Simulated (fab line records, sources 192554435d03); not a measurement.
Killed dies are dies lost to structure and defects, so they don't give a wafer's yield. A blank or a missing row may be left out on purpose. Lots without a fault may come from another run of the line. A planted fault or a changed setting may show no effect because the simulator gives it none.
fab line records | flow n5_finfet
record lots=6 wafers=18 last_day=17
route steps=1938 shown FIN_SAQP@118 BEOL_M4@1111 PASSIVATION@1936
lots that met no fault: from a run of the same line without faults
start_h: hours from the record's first day to the start of the lot's first wafer shown | wait_h: hours since the lot's step before | " the same as in the row above | L1.1+2: a row that stands for several wafers | - no value, or no start given | * or withheld: withheld | < > ~ a bound
route shown NAME@n: a module of which the file shows steps, and the number in the route of the first | usual: mean/standard deviation of fault-free wafers | same: alike in all rows | chamber/n: place in a boat | sites: the reading at each site | _std_site: their standard deviation | _edge_site: outer sites' mean less inner sites' | radius_mm: how far each site lies from the wafer's centre | mask NAME#n: copy n | behind: the tool/chamber that last shaped the wafer | hold: why the lot was held/for how many hours/how that ended | device: the transistor (n, p or np) that didn't switch | end of line: the same wafers' tests at the end of the route | a step without rows: its recipe alone | killed: dies lost to structure and defects at the first sort, not the wafer's yield | map: a wafer's dies, x killed, . not, _ none there
set.NAME: the setting as run; set.NAME@STEP: as run at that earlier step | model.NAME: the simulator's own value behind a step, which no gauge read
lots at some steps of the route; a table a step, a row a wafer
services: from which hour (start_h, from the record's first day; less than 0 if before it) a tool's chamber was out of use, for how many hours, and why
## steps
# step N5_FIN_SAQP_HM_OPEN_73
# recipe chemistry=CHF3/O2 target=SiO2 stop_on=a-Si target_depth_a=120 over_etch_frac=1.8 mask_material=SOC time_s=16.8 pressure_mtorr=30 source_w=650 bias_w=170 Ar_flow_sccm=200 CHF3_flow_sccm=50 O2_flow_sccm=5 ion_energy_ev=200 ends=end_point
# usual chamber_pressure_mTorr=30.000/0.027 drypump_motor_current_A=5.5/0.5 oes_o_777_au=0.80/0.069 oes_product_au=0.47/0.041 rf_vpp_V=524/7.4 showerhead_plenum_p_Torr=2.43/0.083 throttle_valve_pct=18.83/0.24
# columns lot.wafer tool chamber start_h wait_h chamber_pressure_mTorr drypump_motor_current_A oes_o_777_au oes_product_au rf_hours_counter_h rf_vpp_V showerhead_plenum_p_Torr throttle_valve_pct
L761.1 rie_diel-01 1 40.75 0.0 29.951 5.8 0.71 0.42 214 513 2.38 18.92
L761.3 " 0 " " 29.991 5.6 0.77 0.46 162 527 2.39 18.92
L761.4 " 2 " " 30.015 5.1 0.84 0.51 61 517 2.55 19.06
L762.3 rie_diel-06 1 45.43 0.0 29.963 5.4 0.86 0.51 57 533 2.46 18.76
L762.5 " 1 " " 30.070 5.4 0.85 0.51 - 533 2.46 18.76
L762.6 " 2 " " 29.989 5.2 0.86 0.51 - 531 2.34 18.78
L766.2 rie_diel-06 0 69.99 0.0 29.974 5.0 0.75 0.45 154 512 2.50 18.98
L766.4 " 1 " " 29.977 5.4 0.84 0.49 65 533 2.45 18.78
L766.5 " 2 " " 30.001 5.2 0.86 0.50 - 531 2.34 18.82
L773.1 rie_diel-03 3 113.34 0.0 30.031 5.8 0.67 0.41 248 526 2.46 19.11
L773.4 " 0 " " 30.011 6.3 0.73 0.43 200 527 2.49 19.00
L773.6 " 3 " " 30.001 5.8 0.67 0.41 - 527 2.46 19.12
L775.1 rie_diel-03 2 123.98 0.0 30.051 5.8 0.72 0.43 190 526 2.31 18.98
L775.2 " 1 " " 30.045 4.8 0.82 0.49 79 523 2.36 18.52
L775.5 " 1 " " 30.007 4.8 0.83 0.50 - 523 2.36 18.51
L779.2 rie_diel-01 0 148.78 0.0 30.012 5.6 0.73 0.44 200 527 2.38 18.97
L779.3 " 2 " " 30.007 5.1 0.79 0.48 98 518 2.54 19.13
L779.6 " 3 " " 30.035 6.5 0.88 0.52 - 533 2.54 18.46
# step N5_FIN_SAQP_STRIP_74
# recipe chemistry=CHF3/O2 resist=SiARC rf_frequency_hz=6e+07
# step N5_FIN_SAQP_MANDREL_ETCH_22
# recipe target_depth_a=600 chemistry=HBr/Cl2 target=a-Si stop_on=SiNx bt_time_s=10 over_etch_frac=0.5 time_s=30 pressure_mtorr=10 icp_w=800 bias_w=75 HBr_flow_sccm=150 Cl2_flow_sccm=80 ends=end_point
# usual HBr_flow_sccm=149.9/0.43 chamber_pressure_mTorr=10.001/0.0086 drypump_motor_current_A=5.9/0.51 oes_product_au=0.765/0.014 throttle_valve_pct=35.31/0.23
# columns lot.wafer tool chamber start_h wait_h HBr_flow_sccm chamber_pressure_mTorr drypump_motor_current_A oes_product_au rf_hours_counter_h throttle_valve_pct
L761.1 rie_si-01 3 40.83 0.0 149.4 9.994 6.5 0.782 9 35.19
L761.3 " 2 " " 150.1 10.015 6.2 0.777 77 35.14
L761.4 " 2 " " 149.5 10.009 6.2 0.775 - 35.13
L762.3 rie_si-02 3 45.52 0.0 149.5 9.979 5.0 0.754 68 35.25
L762.5 " 3 " " 150.3 9.996 5.0 0.754 - 35.25
L762.6 " 0 " " 150.4 9.993 5.8 0.748 - 35.54
L766.2 rie_si-02 1 70.08 0.0 150.0 9.987 6.3 0.783 3 35.44
L766.4 " 0 " " 150.6 9.988 5.8 0.753 132 35.56
L766.5 " 1 " " 149.4 9.998 6.3 0.766 - 35.42
L773.1 rie_si-01 2 113.43 0.0 150.5 10.005 6.2 0.766 78 35.16
L773.4 " 3 " " 149.6 10.007 6.5 0.789 11 35.17
L773.6 " 3 " " 149.8 9.991 6.5 0.779 - 35.17
L775.1 rie_si-02 0 124.06 0.0 149.6 10.002 5.8 0.748 133 35.56
L775.2 " 1 " " 150.0 10.000 6.3 0.773 4 35.43
L775.5 " 1 " " 149.9 9.986 6.3 0.771 - 35.43
L779.2 rie_si-01 3 148.86 0.0 149.9 10.006 6.6 0.768 11 35.19
L779.3 " 2 " " 149.1 10.011 6.2 0.771 79 35.16
L779.6 " 0 " " 150.3 10.005 5.3 0.760 - 35.21
# step N5_FIN_SAQP_STRIP_55
# recipe chemistry=N2/H2 power_w=500 temp_c=40 pressure_mtorr=50 rf_frequency_hz=6e+07 overash_fraction=0.3 bias_power_w=28 h2_frac=0.5 n2_flow_sccm=300 h2_flow_sccm=300
# usual chamber_pressure_mTorr=50.00/0.069 drypump_motor_current_A=5.4/0.48 oes_product_au=0.79/0.073 rf_vpp_V=121.9/1.5 showerhead_plenum_p_Torr=3.36/0.11 throttle_valve_pct=19.0/0.33
# columns lot.wafer tool chamber start_h wait_h chamber_pressure_mTorr drypump_motor_current_A oes_product_au rf_hours_counter_h rf_vpp_V showerhead_plenum_p_Torr throttle_valve_pct
L761.1 rie_diel-06 0 40.93 0.1 50.00 5.1 0.78 142 123.3 3.50 19.4
L761.3 " 2 " " 50.02 5.2 0.85 64 121.3 3.28 19.2
L761.4 " 1 " " 49.98 5.4 0.85 55 124.3 3.39 18.8
L762.3 rie_diel-03 3 45.62 0.1 50.03 5.8 0.69 225 124.8 3.44 19.1
L762.5 " 3 " " 50.01 5.8 0.71 - 123.5 3.44 19.1
L762.6 " 2 " " 49.92 5.7 0.75 - 122.1 3.22 19.0
L766.2 rie_diel-06 3 70.30 0.2 50.17 4.9 0.88 40 121.7 3.30 19.1
L766.4 " 1 " " 50.05 5.4 0.83 65 122.3 3.39 18.8
L766.5 " 0 " " 50.00 5.1 0.76 - 122.8 3.50 19.4
L773.1 rie_diel-01 1 113.54 0.1 50.04 5.8 0.69 240 121.9 3.31 19.3
L773.4 " 0 " " 50.09 5.6 0.72 188 122.5 3.32 19.0
L773.6 " 1 " " 50.00 5.8 0.68 - 120.5 3.31 19.4
L775.1 rie_diel-03 1 124.21 0.1 50.01 4.8 0.83 79 123.6 3.26 18.3
L775.2 " 2 " " 49.98 5.8 0.72 190 121.8 3.20 19.1
L775.5 " 1 " " 49.79 4.8 0.82 - 122.8 3.26 18.3
L779.2 rie_diel-06 2 149.00 0.1 49.97 5.2 0.82 101 119.9 3.26 19.2
L779.3 " 3 " " 49.95 4.9 0.84 68 118.9 3.28 19.2
L779.6 " 1 " " 50.02 5.4 0.81 - 118.5 3.37 18.9
# step N5_FIN_SAQP_STRIP_23
# recipe chemistry=SPM time_s=750 temp_c=130 h2so4_h2o2_vol_ratio=4
# step N5_FIN_SAQP_SRD_66
# recipe dry=ipa_marangoni time_s=30 temp_c=23 rinse_liquid=diw
# step N5_FIN_SAQP_RECESS_75
# recipe chemistry=HF/NH3 target=SiO2 target_depth_a=144 afs_cycles=3 temp_c=30 sublimation_temp_c=180 sublimation_time_s=60
# step N5_FIN_SAQP_SPACER1_ALD_24
# recipe material=SiO2 target_thk_a=203 temp_c=300 ald_precursor_family=BDEAS ald_co_reactant=O2-plasma pulse_time_s=1 purge_time_s=2 co_reactant_purge_time_s=2 ald_cycles=218 pressure_torr=2
# step N5_FIN_SAQP_SPACER1_ETCHBACK_25
# recipe chemistry=CHF3/O2 mode=anisotropic_etchback target=SiO2 target_depth_a=244 time_s=12.2 pressure_mtorr=30 source_w=650 bias_w=170 Ar_flow_sccm=200 CHF3_flow_sccm=50 O2_flow_sccm=5 ion_energy_ev=200
# usual chamber_pressure_mTorr=30.000/0.026 drypump_motor_current_A=5.4/0.48 oes_o_777_au=0.79/0.067 oes_product_au=0.79/0.07 rf_vpp_V=526/6.4 showerhead_plenum_p_Torr=2.41/0.077 throttle_valve_pct=18.88/0.24
# columns lot.wafer tool chamber start_h wait_h chamber_pressure_mTorr drypump_motor_current_A oes_o_777_au oes_product_au rf_hours_counter_h rf_vpp_V showerhead_plenum_p_Torr throttle_valve_pct
L761.1 rie_diel-03 2 42.37 0.4 29.962 5.8 0.74 0.75 160 527 2.32 19.02
L761.3 " 0 " " 30.004 6.3 0.75 0.74 175 528 2.50 19.04
L761.4 " 3 " " 29.977 5.8 0.69 0.69 224 527 2.47 19.16
L762.3 rie_diel-03 3 47.57 0.6 29.974 5.8 0.69 0.69 226 530 2.47 19.15
L762.5 " 3 " " 30.028 5.8 0.69 0.69 - 529 2.47 19.15
L762.6 " 2 " " 30.015 5.7 0.75 0.74 - 525 2.32 19.00
L766.2 rie_diel-03 0 71.72 0.4 30.074 6.3 0.74 0.73 186 527 2.49 19.05
L766.4 " 3 " " 30.013 5.8 0.68 0.69 235 528 2.47 19.18
L766.5 " 3 " " 30.010 5.8 0.69 0.68 - 529 2.47 19.17
L773.1 rie_diel-06 3 115.02 0.4 29.983 4.9 0.83 0.85 57 531 2.34 18.48
L773.4 " 2 " " 29.992 5.2 0.83 0.82 89 530 2.33 18.91
L773.6 " 2 " " 29.973 5.2 0.84 0.83 - 530 2.33 18.91
L775.1 rie_diel-03 2 125.63 0.4 30.002 5.7 0.73 0.71 191 525 2.31 19.06
L775.2 " 0 " " 30.013 6.3 0.72 0.72 206 528 2.48 19.10
L775.5 " 1 " " 29.978 4.9 0.82 0.82 - 523 2.36 18.59
L779.2 rie_diel-03 1 150.43 0.4 30.011 4.8 0.80 0.81 91 523 2.35 18.61
L779.3 " 3 " " 29.994 5.8 0.97 0.97 5 526 2.46 18.81
L779.6 " 2 " " 29.998 5.8 0.72 0.71 - 525 2.30 19.06
# step N5_FIN_SAQP_MANDREL1_REMOVE_56
# recipe chemistry=HBr/Cl2/O2 bt_time_s=10 target=a-Si stop_on=SiNx endpoint=OES-SiCl over_etch_frac=1 icp_w=600 bias_w=22 HBr_flow_sccm=150 Cl2_flow_sccm=80 O2_flow_sccm=5 pressure_mtorr=10
# step N5_FIN_SAQP_CD_MEAS_27
# recipe target_cd_nm=20 landing_energy_ev=1000 detector=se_inlens polarity=line
# usual cd_nm=20.32/0.22
# columns lot.wafer tool chamber start_h wait_h cd_nm
L761.1 cd_sem-02 0 42.57 0.1 20.14
L761.3 " 0 " " 20.15
L761.4 " 0 " " 20.27
L762.3 cd_sem-03 0 47.78 0.1 20.16
L762.5 " 0 " " 20.46
L762.6 " 0 " " 20.26
L766.2 cd_sem-01 0 71.92 0.1 20.41
L766.4 " 0 " " 20.55
L766.5 " 0 " " 20.30
L773.1 cd_sem-01 0 115.22 0.1 20.04
L773.4 " 0 " " 20.31
L773.6 " 0 " " 20.73
L775.1 cd_sem-03 0 125.83 0.1 20.25
L775.2 " 0 " " 20.49
L775.5 " 0 " " 20.76
L779.2 cd_sem-03 0 150.63 0.1 20.53
L779.3 " 0 " " 20.93
L779.6 " 0 " " 20.40
# step N5_FIN_SAQP_ETCH_57
# recipe chemistry=CH3F/O2 target=SiNx mask_material=SiO2 target_depth_a=325 time_s=46.4 pressure_mtorr=30 source_w=395 bias_w=73 Ar_flow_sccm=150 CH3F_flow_sccm=30 O2_flow_sccm=20 ion_energy_ev=120 ends=cleared
# step N5_FIN_SAQP_ETCH_65
# recipe chemistry=CF4 target=SiO2 target_depth_a=40 ion_energy_ev=350 time_s=4.4 pressure_mtorr=10 icp_w=800 bias_w=400 cf4_flow_sccm=80
# usual cf4_flow_sccm=80.03/0.23 chamber_pressure_mTorr=10.000/0.0097 drypump_motor_current_A=5.9/0.53 oes_product_au=1.000/0.021 throttle_valve_pct=21.71/0.27
# columns lot.wafer tool chamber start_h wait_h cf4_flow_sccm chamber_pressure_mTorr drypump_motor_current_A oes_product_au rf_hours_counter_h throttle_valve_pct model.etch.depth_nm
L761.1 rie_si-01 2 42.73 0.1 80.14 9.995 6.2 1.276 77 21.86 5.686
L761.3 " 3 " " 79.93 10.005 6.5 1.022 9 21.52 4.03
L761.4 " 3 " " 80.28 10.003 6.5 1.291 - 21.61 5.738
L762.3 rie_si-02 0 48.08 0.1 79.65 10.002 5.8 0.959 131 22.11 3.83
L762.5 " 0 " " 79.88 10.004 5.8 0.962 - 22.11 3.85
L762.6 " 3 " " 80.24 10.000 5.0 0.970 - 21.62 3.887
L766.2 rie_si-01 1 72.10 0.1 80.34 10.009 6.4 0.994 153 22.26 4.043
L766.4 " 3 " " 80.01 9.999 6.5 1.285 10 21.61 5.714
L766.5 " 0 " " 80.15 9.987 5.3 0.999 - 21.73 3.996
L773.1 rie_si-03 0 115.38 0.1 79.68 9.994 5.2 0.971 198 21.62 3.879
L773.4 " 3 " " 80.08 9.995 5.4 1.028 63 21.20 3.965
L773.6 " 2 " " 80.06 9.991 6.7 1.013 - 21.82 3.985
L775.1 rie_si-03 2 126.06 0.1 80.00 10.009 6.7 1.009 155 21.83 4.019
L775.2 " 3 " " 80.09 10.010 5.4 1.026 63 21.18 3.965
L775.5 " 1 " " 79.66 9.992 5.5 1.018 - 21.76 3.993
L779.2 rie_si-01 2 150.78 0.1 80.33 10.012 6.2 1.001 79 21.77 3.977
L779.3 " 0 " " 80.42 10.015 5.3 1.006 166 21.74 4.009
L779.6 " 0 " " 79.85 9.996 5.3 1.009 - 21.74 4.035
# step N5_FIN_SAQP_MANDREL_ETCH_58
# recipe chemistry=HBr/Cl2 target=a-Si target_depth_a=450 bt_time_s=10 stop_on=SiNx mask_material=SiO2 over_etch_frac=0.8 time_s=27 pressure_mtorr=10 icp_w=800 bias_w=75 HBr_flow_sccm=150 Cl2_flow_sccm=80 ends=end_point
# usual HBr_flow_sccm=150.0/0.46 chamber_pressure_mTorr=10.002/0.0083 drypump_motor_current_A=5.9/0.53 oes_product_au=0.697/0.012 throttle_valve_pct=35.43/0.25
# columns lot.wafer tool chamber start_h wait_h HBr_flow_sccm chamber_pressure_mTorr drypump_motor_current_A oes_product_au rf_hours_counter_h throttle_valve_pct
L761.1 rie_si-01 2 42.76 0.0 150.2 9.994 6.2 0.693 77 35.38
L761.3 " 3 " " 150.1 10.000 6.5 0.709 9 35.38
L761.4 " 3 " " 150.0 9.999 6.5 0.703 - 35.39
L762.3 rie_si-02 0 48.12 0.0 150.4 9.999 5.8 0.695 131 35.75
L762.5 " 0 " " 151.1 9.988 5.7 0.681 - 35.77
L762.6 " 3 " " 149.7 9.990 5.0 0.697 - 35.42
L766.2 rie_si-01 1 72.13 0.0 150.2 9.996 6.4 0.685 153 35.90
L766.4 " 3 " " 150.1 10.002 6.5 0.717 10 35.38
L766.5 " 0 " " 149.4 10.015 5.3 0.707 - 35.39
L773.1 rie_si-03 0 115.41 0.0 150.2 10.003 5.2 0.678 198 35.57
L773.4 " 3 " " 149.9 10.003 5.4 0.715 63 34.83
L773.6 " 2 " " 149.8 10.014 6.7 0.694 - 35.50
L775.1 rie_si-03 2 126.09 0.0 149.7 10.003 6.6 0.698 155 35.51
L775.2 " 3 " " 150.0 10.008 5.4 0.713 63 34.83
L775.5 " 1 " " 150.4 9.998 5.5 0.717 - 35.36
L779.2 rie_si-01 2 150.81 0.0 150.1 10.009 6.2 0.706 79 35.33
L779.3 " 0 " " 150.6 10.006 5.3 0.695 166 35.44
L779.6 " 0 " " 149.5 9.996 5.3 0.700 - 35.41
# step N5_BEOL_M4_RC_MEAS_101
# usual DIBL_N=36.3/1.7 DIBL_P=36.5/1.8 IOFF_N=0.16/0.033 IOFF_P=0.21/0.037 ION_N=675/11 ION_P=462/7.9 SS_N=71.6/0.64 SS_P=73.3/0.68 VT_N=249/3.3 VT_P=-250/3.3
# columns lot.wafer tool chamber start_h wait_h DIBL_N[mV/V] DIBL_P[mV/V] IOFF_N[nA/um] IOFF_P[nA/um] ION_N[uA/um] ION_P[uA/um] SS_N[mV/dec] SS_P[mV/dec] VT_N[mV] VT_P[mV]
L761.1 prober-01 0 181.33 0.0 34.9 34.8 0.13 0.16 664 456 71.2 72.7 253 -254
L761.3 " 0 " " 33.9 33.9 0.11 0.14 660 451 70.9 72.4 255 -257
L761.4 " 0 " " 35.0 34.9 0.12 0.15 666 454 70.9 72.6 254 -254
L762.3 prober-01 0 183.02 0.3 38.1 37.8 0.19 0.26 684 467 71.9 73.3 245 -249
L762.5 " 0 " " 38.4 38.6 0.19 0.27 680 468 72.2 74.1 247 -247
L762.6 " 0 " " 36.8 36.7 0.16 0.23 675 463 70.9 73.6 250 -248
L766.2 prober-02 0 207.73 0.2 32.4 33.5 0.11 0.17 654 456 70.4 72.3 255 -253
L766.4 " 0 " " 35.0 35.8 0.14 0.20 661 460 71.8 73.1 250 -249
L766.5 " 0 " " 36.4 37.2 0.16 0.22 660 454 72.8 73.6 248 -251
L773.1 prober-02 0 256.50 0.0 36.5 35.7 0.17 0.23 677 470 71.7 73.0 246 -245
L773.4 " 0 " " 38.0 37.2 0.19 0.25 681 467 72.5 73.4 251 -249
L773.6 " 0 " " 37.7 36.5 0.18 0.24 668 461 71.5 73.6 248 -246
L775.1 prober-02 0 263.85 0.0 35.2 34.5 0.14 0.21 676 470 70.9 72.4 250 -245
L775.2 " 0 " " 36.5 35.0 0.15 0.20 672 463 71.0 72.6 251 -248
L775.5 " 0 " " 38.1 37.3 0.19 0.26 682 471 72.0 73.8 247 -246
L779.2 prober-02 0 291.79 0.2 37.9 38.5 0.21 0.22 690 462 72.2 73.7 245 -251
L779.3 " 0 " " 35.1 35.3 0.16 0.20 684 465 71.2 73.2 247 -254
L779.6 " 0 " " 39.6 40.9 0.26 0.30 693 471 72.1 75.5 242 -247
# step N5_PASSIVATION_PROBE_49
# usual defect_limited_yield=91.3/1.5 killed_at_M0_to_M3=34/9.4 killed_at_M4_up=13/5.3 killed_at_contacts=13/5.7 killed_at_front_end=40/10 killed_at_other=3.7/2.8 killed_dies=103/17 killed_open=67/13 killed_short=35/8.5 sort_bin_4_leakage=0.00/0.016 sort_bin_5_function=5.0/0.98 sort_bin_6_memory=3.3/0.7 sort_n_pass=1077/17 sort_yield_pct=91.3/1.5
# same gross_dies=1180 killed_at_back_side=0 sort_bin_8_speed[%]=0
# columns lot.wafer tool chamber start_h wait_h defect_limited_yield[%] killed_at_M0_to_M3 killed_at_M4_up killed_at_contacts killed_at_front_end killed_at_other killed_dies killed_open killed_short sort_bin_4_leakage[%] sort_bin_5_function[%] sort_bin_6_memory[%] sort_n_pass sort_yield_pct[%]
L761.1 prober-02 - 285.23 0.0 87.5 68 19 16 42 3 148 95 53 0 7.5 4.6 1032 87.5
L761.3 prober-02 - 285.33 0.1 90.5 36 10 18 47 1 112 72 38 0 5.9 3.1 1068 90.5
L761.4 prober-02 - 285.38 0.2 90.8 45 12 13 37 2 109 67 40 0 6.4 2.7 1071 90.8
L766.2 prober-01 - 316.09 0.1 89.3 32 18 18 57 1 126 73 49 0 7.4 2.3 1054 89.3
L766.4 prober-01 - 316.19 0.2 92.8 20 14 14 34 3 85 51 32 0 4.0 3.1 1095 92.8
L766.5 prober-01 - 316.24 0.2 90.1 22 25 24 45 1 117 79 36 0 6.3 3.4 1063 90.1
L773.1 prober-01 - 365.16 0.0 87.3 56 11 13 69 1 150 96 53 0 6.8 5.3 1030 87.3
L773.4 prober-01 - 365.31 0.2 91.2 42 12 10 37 3 104 59 45 0 5.7 2.7 1076 91.2
L773.6 prober-01 - 365.41 0.3 90.6 34 13 9 53 2 111 57 54 0 5.0 4.1 1069 90.6
L775.1 prober-02 - 365.34 0.0 92.0 31 12 13 33 5 94 70 24 0 3.9 3.7 1086 92.0
L775.2 prober-02 - 365.39 0.1 90.0 38 17 11 46 6 118 73 37 0 5.6 3.3 1062 90.0
L775.5 prober-02 - 365.54 0.2 92.8 29 15 14 23 4 85 60 25 0 4.2 2.7 1095 92.8
# killed by level:class
L761.1 BEOL_M0_SAQP:geometric_particle:open=19 BEOL_M0_SAQP:geometric_particle:short=18 BEOL_M3:geometric_particle:open=17 FIN_SAQP:geometric_particle:short=15 MOL_CONTACT_COAG:geometric_particle:open=13 BEOL_M4:geometric_particle:open=9 GATE_CUT:geometric_particle:open=7 DUMMY_GATE:geometric_particle:open=6
L761.3 FIN_SAQP:geometric_particle:open=20 MOL_CONTACT_COAG:geometric_particle:open=15 BEOL_M3:geometric_particle:open=12 STI_FIN_REVEAL:geometric_particle:open=9 FIN_SAQP:geometric_particle:short=8 BEOL_M3:geometric_particle:short=7 BEOL_M1:geometric_particle:short=5 MOL_CONTACT_COAG:geometric_particle:short=3
L761.4 BEOL_M3:geometric_particle:open=14 FIN_SAQP:geometric_particle:open=11 MOL_CONTACT_COAG:geometric_particle:open=11 BEOL_M0_SAQP:geometric_particle:short=10 BEOL_M0_SAQP:geometric_particle:open=8 FIN_SAQP:geometric_particle:short=6 BEOL_M3:geometric_particle:short=6 STI_FIN_REVEAL:geometric_particle:open=4
L766.2 FIN_SAQP:geometric_particle:short=19 MOL_CONTACT_COAG:geometric_particle:open=12 BEOL_M3:geometric_particle:open=11 BEOL_M0_SAQP:geometric_particle:open=7 FIN_SAQP:geometric_particle:open=6 MOL_CONTACT_COAG:geometric_particle:short=6 BEOL_M0_SAQP:geometric_particle:short=6 STI_FIN_REVEAL:geometric_particle:open=5
L766.4 MOL_CONTACT_COAG:geometric_particle:open=9 FIN_SAQP:geometric_particle:short=8 BEOL_M0_SAQP:geometric_particle:short=6 DUMMY_GATE:geometric_particle:open=5 MOL_CONTACT_COAG:geometric_particle:short=5 BEOL_M2:geometric_particle:open=5 FIN_SAQP:geometric_particle:open=4 STI_FIN_REVEAL:geometric_particle:open=4
L766.5 MOL_CONTACT_COAG:geometric_particle:open=19 BEOL_M4:geometric_particle:open=13 FIN_SAQP:geometric_particle:short=12 FIN_SAQP:geometric_particle:open=8 BEOL_M3:geometric_particle:open=7 ILD0:geometric_particle:open=6 MOL_CONTACT_COAG:geometric_particle:short=5 BEOL_M2:geometric_particle:open=5
L773.1 STI_FIN_REVEAL:geometric_particle:open=21 BEOL_M0_SAQP:geometric_particle:short=21 FIN_SAQP:geometric_particle:open=18 BEOL_M0_SAQP:geometric_particle:open=16 FIN_SAQP:geometric_particle:short=13 MOL_CONTACT_COAG:geometric_particle:open=12 BEOL_M2:geometric_particle:open=5 BEOL_M6:geometric_particle:open=5
L773.4 BEOL_M0_SAQP:geometric_particle:open=13 FIN_SAQP:geometric_particle:short=9 BEOL_M0_SAQP:geometric_particle:short=9 MOL_CONTACT_COAG:geometric_particle:open=7 FIN_SAQP:geometric_particle:open=6 BEOL_M2:geometric_particle:open=6 STI_FIN_REVEAL:geometric_particle:open=5 BEOL_M4:geometric_particle:short=5
L775.1 MOL_CONTACT_COAG:geometric_particle:open=12 FIN_SAQP:geometric_particle:open=9 FIN_SAQP:geometric_particle:short=8 BEOL_M3:geometric_particle:open=8 BEOL_M2:geometric_particle:open=7 BEOL_M4:geometric_particle:open=7 STI_FIN_REVEAL:geometric_particle:open=6 BEOL_M0:geometric_particle:open=5
L775.2 BEOL_M2:geometric_particle:open=11 MOL_CONTACT_COAG:geometric_particle:open=9 BEOL_M3:geometric_particle:open=8 HKMG_FIN:area_etch=8 GATE_CUT:geometric_particle:short=7 GATE_CUT:geometric_particle:open=7 BEOL_M4:geometric_particle:open=7 FIN_SAQP:geometric_particle:open=6
L773.6 FIN_SAQP:geometric_particle:short=18 FIN_SAQP:geometric_particle:open=9 STI_FIN_REVEAL:geometric_particle:open=9 BEOL_M4:geometric_particle:short=8 MOL_CONTACT_COAG:geometric_particle:open=7 BEOL_M0_SAQP:geometric_particle:short=6 BEOL_M1:geometric_particle:open=6 BEOL_M0_SAQP:geometric_particle:open=5
L775.5 MOL_CONTACT_COAG:geometric_particle:open=12 BEOL_M0_SAQP:geometric_particle:open=6 STI_FIN_REVEAL:geometric_particle:open=5 DUMMY_GATE:geometric_particle:open=5 BEOL_M1:geometric_particle:open=5 BEOL_M2:geometric_particle:open=4 BEOL_M0_SAQP:geometric_particle:short=3 BEOL_M0:geometric_particle:open=3
## services
# columns tool chamber start_h hours kind
rie_si-01 1 38.15 1.3 repair
rie_si-01 0 40.30 3.2 repair
rie_diel-06 - 54.77 0.3 repair
rie_diel-03 2 54.77 2.2 repair
rie_diel-01 3 68.92 12.7 repair
rie_diel-06 - 89.79 0.7 repair
rie_si-03 1 91.18 11.2 repair
rie_si-02 3 104.78 3.9 repair
rie_diel-03 3 115.55 - clean
rie_diel-03 3 115.55 - consumable_replace:focus_ring
rie_diel-03 3 115.55 23.0 scheduled_down
rie_diel-03 3 115.55 23.0 vent_cycle
rie_si-03 0 119.68 - clean
rie_si-03 0 119.68 21.5 scheduled_down
rie_si-03 0 119.68 21.5 vent_cycle
rie_diel-03 2 140.46 3.9 repair
rie_si-03 0 141.89 4.0 repair
rie_diel-01 1 146.78 - clean
rie_diel-01 1 146.78 - consumable_replace:focus_ring
rie_diel-01 1 146.78 13.0 scheduled_down
rie_diel-01 1 146.78 13.0 vent_cycle
## key
first_sign step=N5_FIN_SAQP_ETCH_65 reading=oes_product_au direction=up sigmas=14 usual=1.000 struck=1.284
effect none on later readings
model_effect step=N5_FIN_SAQP_ETCH_65 value=etch.depth_nm without=4.018 struck=5.713
met_at N5_FIN_SAQP_ETCH_65
struck_wafers L761.1,L761.4,L766.4
fault kind=process_parameter_drift tool=rie_si-01 chamber=- onset_h=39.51 steps=N5_FIN_SAQP_ETCH_65 channel=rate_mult offset=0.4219 shape=step end_h=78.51 scope=struck_wafers_only
